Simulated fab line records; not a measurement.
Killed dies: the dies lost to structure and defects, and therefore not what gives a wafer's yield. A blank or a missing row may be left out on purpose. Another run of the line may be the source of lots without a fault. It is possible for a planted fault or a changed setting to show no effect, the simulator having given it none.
fab line records	flow n5Finfet
record: lots: 9	wafers: 26	lastDay: 18
route steps=1938 shown BEOL_M0_SAQP@632 BEOL_M4@1111
lots that met no fault: taken from a fault-free run of the same line
startH: hours from the record's opening day to when the first of the lot's shown wafers began	waitH: hours from the lot's prior step to this one	" the same as in the row above	L1.1+2: several wafers, shown together as one row	- no value, or no start given	* or withheld: withheld	< > ~ a bound
route shown NAME@n: NAME is a module with steps in the file, n the number in the route of the first one	usual: mean/standard deviation of fault-free wafers	same: alike in all rows	chamber/n: place in a boat	sites: each site's reading	_std_site: the values' standard deviation	_edge_site: mean of outer sites minus mean of inner sites	radiusMm: for every site, how far away it sits from the centre of the wafer	mask NAME#n: copy n	behind: the last tool/chamber to shape the wafer	hold: what put the lot on hold/how long, in hours/how the hold closed	device: names the non-switching transistor (n, p or np)	end of line: tests of these same wafers at the route's end	a step with no rows: only its recipe	killed: dies lost to structure and defects at the first sort, not the wafer's yield	map: a wafer's dies, marking killed ones x, the rest . and places with no die _
set.NAME: the setting that was run; set.NAME@STEP: the one run at that earlier step	model.NAME: the simulator's own value behind a step, which no gauge read
steps of the route over a sample of lots; a table a step, a row a wafer
services: from which hour (startH, from the record's first day; less than 0 if before it) a tool's chamber was out of use, for how many hours, and why
== steps ==
step: N5_BEOL_M0_SAQP_PECVD_00
recipe: material: SiCN	targetThkA: 80	tempC: withheld	precursor: 3MS/NH3	pressureTorr: 3	rfW: 202	timeS: 14
usual: chamberPressureTorr: 3.000/0.0061	showerheadPlenumPTorr: 3.662/0.016	throttleValvePct: 8.9/0.5
lot.wafer	tool	chamber	startH	waitH	chamberPressureTorr	showerheadPlenumPTorr	throttleValvePct
L878.1	pecvd-02	1	130.01	0.2	3.002	3.668	9.4
L878.2	"	2	"	"	2.997	3.657	8.6
L878.4	"	1	"	"	3.006	3.655	9.5
L879.1	pecvd-02	1	134.64	0.2	2.992	3.663	9.5
L879.3	"	0	"	"	2.999	3.693	9.4
L879.4	"	1	"	"	3.004	3.661	9.7
L884.3	pecvd-02	1	161.27	0.1	2.992	3.667	9.6
L884.6	"	1	"	"	3.001	3.670	9.3
L885.1	pecvd-04	2	169.99	0.2	3.009	3.650	7.9
L885.3	"	2	"	"	3.013	3.643	8.1
L885.5	"	2	"	"	3.001	3.648	8.2
L886.1	pecvd-04	1	177.00	0.2	3.001	3.655	8.7
L886.2	"	2	"	"	3.003	3.640	8.1
L886.6	"	2	"	"	3.005	3.651	8.2
L891.2	pecvd-02	1	208.98	0.2	3.005	3.654	9.4
L891.3	"	2	"	"	3.018	3.661	8.6
L891.5	"	0	"	"	3.005	3.683	8.9
L892.1	pecvd-02	2	212.07	0.2	3.003	3.661	8.7
L892.4	"	2	"	"	3.009	3.651	8.8
L892.6	"	1	"	"	3.014	3.663	9.5
L896.1	pecvd-02	1	238.70	0.2	3.002	3.659	9.6
L896.2	"	0	"	"	3.002	3.682	9.4
L896.4	"	0	"	"	2.994	3.688	9.0
L897.3	pecvd-02	2	244.83	0.1	3.000	3.660	8.8
L897.4	"	1	"	"	3.000	3.653	9.7
L897.6	"	2	"	"	3.001	3.664	8.7
step: N5_BEOL_M0_SAQP_PECVD_03
recipe: material: SiCN	targetThkA: 120	tempC: withheld	precursor: 3MS/NH3	pressureTorr: 3	rfW: 202	timeS: 21.1
usual: chamberPressureTorr: 3.000/0.0061	showerheadPlenumPTorr: 3.661/0.015	throttleValvePct: 9.1/0.49
lot.wafer	tool	chamber	startH	waitH	chamberPressureTorr	showerheadPlenumPTorr	throttleValvePct
L878.1	pecvd-04	2	131.93	0.1	2.995	3.630	8.3
L878.2	"	0	"	"	2.997	3.670	8.5
L878.4	"	1	"	"	3.002	3.659	8.7
L879.1	pecvd-04	2	138.30	0.1	2.995	3.642	8.1
L879.3	"	1	"	"	2.993	3.647	8.3
L879.4	"	1	"	"	2.992	3.655	8.7
L884.3	pecvd-01	0	163.11	0.1	3.007	3.654	9.4
L884.6	"	0	"	"	2.989	3.642	9.6
L885.1	pecvd-02	1	172.55	0.1	2.996	3.676	9.4
L885.3	"	0	"	"	2.995	3.690	9.1
L885.5	"	2	"	"	2.999	3.662	8.8
L886.1	pecvd-02	2	180.85	0.1	2.996	3.661	9.0
L886.2	"	1	"	"	3.005	3.656	9.2
L886.6	"	2	"	"	2.983	3.658	8.4
L891.2	pecvd-01	0	212.18	0.1	3.005	3.641	9.7
L891.3	"	2	"	"	2.994	3.667	9.3
L891.5	"	2	"	"	2.997	3.664	9.2
L892.1	pecvd-02	0	212.98	0.1	2.997	3.687	9.1
L892.4	"	2	"	"	3.010	3.655	9.0
L892.6	"	1	"	"	2.998	3.661	9.6
L896.1	pecvd-04	1	240.24	0.1	2.992	3.652	8.7
L896.2	"	2	"	"	2.992	3.644	8.3
L896.4	"	2	"	"	2.989	3.638	8.3
L897.3	pecvd-04	0	246.37	0.1	3.000	3.665	8.7
L897.4	"	1	"	"	2.997	3.661	8.7
L897.6	"	0	"	"	3.006	3.671	8.4
step: N5_BEOL_M0_SAQP_INSPECT_16
recipe: mode: adi	inspectInstrument: brightfield
usual: rawDefectCount: 486/130
lot.wafer	tool	chamber	startH	waitH	rawDefectCount
L878.1	defectInspect-01	-	132.68	0.0	365
L878.2	"	-	"	"	405
L878.4	"	-	"	"	428
L879.1	defectInspect-01	-	139.04	0.0	294
L879.3	"	-	"	"	493
L879.4	"	-	"	"	433
L884.3	defectInspect-02	-	163.74	0.0	759
L884.6	"	-	"	"	490
L885.1	defectInspect-02	-	173.27	0.0	600
L885.3	"	-	"	"	363
L885.5	"	-	"	"	503
L886.1	defectInspect-02	-	181.62	0.0	345
L886.2	"	-	"	"	455
L886.6	"	-	"	"	552
L891.2	defectInspect-02	-	212.80	0.0	353
L891.3	"	-	"	"	553
L891.5	"	-	"	"	291
L892.1	defectInspect-02	-	213.73	0.0	463
L892.4	"	-	"	"	397
L892.6	"	-	"	"	374
L896.1	defectInspect-01	-	240.99	0.0	429
L896.2	"	-	"	"	519
L896.4	"	-	"	"	463
L897.3	defectInspect-01	-	247.00	0.0	606
L897.4	"	-	"	"	361
L897.6	"	-	"	"	671
step: N5_BEOL_M0_SAQP_ETCH_84
recipe: chemistry: N2/H2	target: SOC	targetDepthA: 1000	overetchA: 200	maskMaterial: SiARC	tempC: 40	timeS: 150	ionEnergyEv: 200	pressureMtorr: 30	sourceW: 840	biasW: 150	n2FlowSccm: 200	h2FlowSccm: 200
usual: drypumpMotorCurrentA: 5.8/0.53	n2FlowSccm: 199.8/0.54	oesProductAu: 0.68/0.064	rfVppV: 524.1/2.6	runLengthS: 173.2/0.41	showerheadPlenumPTorr: 2.55/0.087	tempC: 40.00/0.11	throttleValvePct: 17.77/0.29
lot.wafer	tool	chamber	startH	waitH	drypumpMotorCurrentA	n2FlowSccm	oesProductAu	rfHoursCounterH	rfVppV	runLengthS	showerheadPlenumPTorr	tempC	throttleValvePct
L878.1	rieDiel-06	2	133.02	0.0	6.2	199.7	0.81	19	523.2	172.3	2.48	40.09	17.76
L878.2	"	1	"	"	5.4	200.0	0.76	44	524.3	173.4	2.56	40.01	17.15
L878.4	"	3	"	"	5.2	199.8	0.66	157	519.9	173.4	2.45	40.09	18.04
L879.1	rieDiel-04	3	139.34	0.0	5.9	200.2	0.63	221	519.8	172.9	2.40	40.10	17.80
L879.3	"	0	"	"	5.3	200.1	0.68	139	526.3	172.9	2.67	39.90	17.82
L879.4	"	1	"	"	6.2	200.1	0.66	183	527.0	173.2	2.65	39.96	17.70
L884.3	rieDiel-06	0	164.05	0.0	5.9	200.4	0.65	191	527.3	173.5	2.65	40.14	18.12
L884.6	"	3	"	"	5.2	199.5	0.69	-	520.6	165.8	2.45	39.93	18.07
L885.1	rieDiel-06	3	173.39	0.0	5.2	199.7	0.65	170	520.9	173.3	2.44	39.94	18.05
L885.3	"	0	"	"	5.9	198.9	0.66	195	525.9	173.4	2.65	40.08	18.12
L885.5	"	3	"	"	5.2	199.7	0.69	-	520.5	165.8	2.44	39.97	18.05
L886.1	rieDiel-06	3	181.74	0.0	5.2	199.8	0.65	172	519.6	173.4	2.44	40.07	18.06
L886.2	"	0	"	"	5.9	201.2	0.65	197	525.5	173.4	2.65	40.07	18.13
L886.6	"	2	"	"	6.2	199.8	0.84	-	522.8	164.9	2.47	39.88	17.80
L891.2	rieDiel-02	2	212.92	0.0	6.3	199.8	0.65	194	520.3	173.2	2.43	39.66	17.91
L891.3	"	3	"	"	6.5	200.2	0.64	199	524.5	172.8	2.54	40.05	17.94
L891.5	"	2	"	"	6.4	199.8	0.65	-	518.9	173.3	2.43	39.89	17.90
L892.1	rieDiel-02	0	213.85	0.0	6.4	198.8	0.83	19	526.3	173.0	2.59	39.99	17.27
L892.4	"	1	"	"	5.1	200.3	0.62	236	526.7	173.0	2.61	40.22	17.62
L892.6	"	0	"	"	6.4	199.5	0.82	-	525.5	173.3	2.59	40.03	17.27
L896.1	rieDiel-02	3	241.12	0.0	6.5	199.2	0.64	207	523.3	173.4	2.54	40.07	17.95
L896.2	"	1	"	"	5.1	199.2	0.62	243	526.1	172.5	2.60	39.99	17.63
L896.4	"	2	"	"	6.3	200.2	0.64	203	520.9	173.1	2.43	40.14	17.91
L897.3	rieDiel-06	0	247.12	0.0	5.9	199.6	0.63	215	526.2	173.7	2.64	39.92	18.17
L897.4	"	2	"	"	6.2	199.9	0.77	50	521.9	172.5	2.47	39.98	17.83
L897.6	"	3	"	"	5.2	200.1	0.64	-	522.3	173.3	2.44	40.10	18.08
step: N5_BEOL_M4_RC_MEAS_101
usual: DIBL_N: 37.0/2.3	DIBL_P: 37.3/2.8	IOFF_N: 0.17/0.046	IOFF_P: 0.23/0.054	ION_N: 675/14	ION_P: 460/9.3	SS_N: 71.7/0.73	SS_P: 73.6/0.95	VT_N: 249/3.9	VT_P: -250/3.9
lot.wafer	tool	chamber	startH	waitH	DIBL_N[mV/V]	DIBL_P[mV/V]	IOFF_N[nA/um]	IOFF_P[nA/um]	ION_N[uA/um]	ION_P[uA/um]	SS_N[mV/dec]	SS_P[mV/dec]	VT_N[mV]	VT_P[mV]
L878.1	prober-01	0	193.90	0.0	36.7	38.7	0.17	0.26	681	475	70.8	74.1	248	-247
L878.2	"	0	"	"	36.7	36.8	0.16	0.21	671	459	71.5	72.5	251	-251
L878.4	"	0	"	"	36.5	38.3	0.16	0.25	679	473	71.2	73.6	251	-247
L879.1	prober-01	0	201.22	0.0	36.5	38.2	0.19	0.25	691	469	72.1	73.1	246	-247
L879.3	"	0	"	"	34.8	36.0	0.14	0.21	653	455	71.9	71.4	251	-248
L879.4	"	0	"	"	40.1	43.2	0.28	0.37	701	483	72.7	74.5	242	-242
L884.3	prober-01	0	225.68	0.3	34.9	32.9	0.14	0.19	681	474	71.4	73.1	250	-248
L884.6	"	0	"	"	34.6	33.9	0.12	0.20	669	466	71.9	72.5	254	-250
L885.1	prober-01	0	235.41	0.0	37.4	35.9	0.17	0.19	670	458	71.4	73.9	247	-251
L885.3	"	0	"	"	39.7	38.7	0.21	0.24	677	461	72.4	73.9	246	-251
L885.5	"	0	"	"	37.1	36.5	0.15	0.20	650	450	71.0	72.9	252	-251
L886.1	prober-02	0	248.20	0.0	32.2	32.4	0.11	0.18	655	460	70.1	72.2	256	-253
L886.2	"	0	"	"	39.6	41.7	0.26	0.34	701	478	71.5	75.0	240	-244
L886.6	"	0	"	"	37.6	38.2	0.19	0.26	678	465	72.0	73.4	247	-245
L891.2	prober-02	0	286.35	0.2	33.5	30.7	0.10	0.13	640	440	71.0	72.3	257	-258
L891.3	"	0	"	"	36.2	35.0	0.14	0.18	664	452	71.2	73.1	250	-254
L891.5	"	0	"	"	37.3	35.0	0.16	0.18	666	448	72.1	73.3	250	-253
L892.1	prober-01	0	286.71	0.0	32.3	33.6	0.11	0.14	657	445	71.2	72.2	256	-257
L892.4	"	0	"	"	36.5	38.5	0.18	0.20	679	458	72.3	73.7	249	-252
L892.6	"	0	"	"	32.7	34.1	0.12	0.14	663	449	71.1	72.2	254	-258
L897.3	prober-01	0	318.13	0.3	37.3	38.5	0.16	0.18	675	450	72.0	74.2	252	-257
L897.4	"	0	"	"	37.0	38.7	0.17	0.18	675	449	71.9	73.9	251	-256
L897.6	"	0	"	"	33.1	34.3	0.10	0.13	656	445	70.3	72.1	256	-258
L896.1	prober-02	0	319.71	0.0	37.7	38.9	0.19	0.28	670	460	72.9	73.9	249	-247
L896.2	"	0	"	"	40.0	40.9	0.24	0.30	696	474	73.1	74.6	244	-245
L896.4	"	0	"	"	35.8	37.0	0.15	0.23	677	471	71.6	73.2	250	-248
== services ==
tool	chamber	startH	hours	kind
pecvd-04	2	114.14	6.6	repair
pecvd-04	1	117.86	6.8	repair
rieDiel-02	0	133.14	-	clean
rieDiel-02	0	133.14	-	consumableReplace:focusRing
rieDiel-02	0	133.14	16.0	scheduledDown
rieDiel-02	0	133.14	16.0	ventCycle
rieDiel-04	2	140.05	19.5	repair
pecvd-04	1	166.93	6.9	repair
pecvd-01	-	167.43	0.9	repair
pecvd-02	1	168.31	-	calibration
pecvd-04	0	168.48	16.4	repair
pecvd-01	2	172.20	22.9	repair
rieDiel-04	3	180.80	1.6	repair
pecvd-04	2	195.91	3.0	repair
pecvd-02	1	200.13	5.5	scheduledDown
pecvd-04	-	201.22	6.0	pm
pecvd-01	2	205.07	5.5	scheduledDown
pecvd-04	-	207.59	1.6	repair
rieDiel-02	1	222.31	5.3	repair
rieDiel-04	3	237.79	-	clean
rieDiel-04	3	237.79	-	consumableReplace:focusRing
rieDiel-04	3	237.79	-	consumableReplace:showerhead
rieDiel-04	3	237.79	23.2	scheduledDown
rieDiel-04	3	237.79	23.2	ventCycle
== key ==
firstSign: step: N5_BEOL_M0_SAQP_ETCH_84	reading: runLengthS	direction: down	sigmas: 18	usual: *	struck: *
effect none on later readings
metAt N5_BEOL_M0_SAQP_ETCH_84
struckLots L884,L885,L886
struckWafers L884.6,L885.5,L886.6
notActingAt N5_BEOL_M0_SAQP_PECVD_00,N5_BEOL_M0_SAQP_PECVD_03,N5_BEOL_M0_SAQP_INSPECT_16
onsetBetween 133.02 164.05
fault: kind: processParameterDrift	tool: rieDiel-06	chamber: -	onsetH: 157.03	steps: N5_BEOL_M0_SAQP_ETCH_84	channel: timeS	offset: *	shape: step	endH: 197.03	scope: struckWafersOnly	actsIn: *	stated: *
